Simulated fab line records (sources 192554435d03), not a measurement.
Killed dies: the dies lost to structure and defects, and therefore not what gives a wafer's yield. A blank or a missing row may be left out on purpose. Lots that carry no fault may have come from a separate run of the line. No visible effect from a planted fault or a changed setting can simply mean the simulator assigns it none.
Chamber matching -- flow n5_finfet -- rie_diel-04 running N5_SDB_STRIP_21: 4 sister chambers
The step strips in CF4. 8 wafers are shown with their chamber, then 7 later ones without.

## WAFERS, EACH WITH ITS CHAMBER
wafer,chamber,drypump_motor_current_A (A),throttle_valve_pct (%)
L081.1,3,6.5,13.43
L081.3,2,5.4,14.03
L081.6,3,6.4,13.43
L083.1,0,6.4,13.93
L083.4,2,5.5,14.02
L083.6,1,5.3,13.26
L092.1,1,5.3,13.31
L092.2,0,6.4,13.39

## WAFERS MISSING THEIR CHAMBER
wafer,drypump_motor_current_A (A),throttle_valve_pct (%)
L092.5,5.3,13.28
L093.1,5.4,14.08
L093.3,5.3,13.30
L093.5,5.4,14.07
L094.1,6.4,13.43
L094.4,5.3,13.32
L094.5,5.4,14.09

## EACH ONE'S CHAMBER
wafer,from the rows above,in truth
L092.5,1,1
L093.1,2,2
L093.3,1,1
L093.5,2,2
L094.1,can't be placed: 3 or 0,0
L094.4,1,1
L094.5,2,2
Correct placement for 6 of the 7. From these rows, 1 cannot be placed; in 1 the true chamber is one of the candidates. 0 placed wrongly.
How it was worked out, from the rows above alone: a wafer's distance from a chamber is the root of the sum, over the readings, of the square of ((its reading less the chamber's mean) divided by the reading's scatter). The wafer belongs to the nearest chamber; if the next one is less than 2 further off, it can't be placed. Each chamber's mean is taken over the wafers shown for it. The scatter: the root of (the sum of the squares of (reading less its chamber's mean) over the shown wafers, divided by (wafers less chambers)).
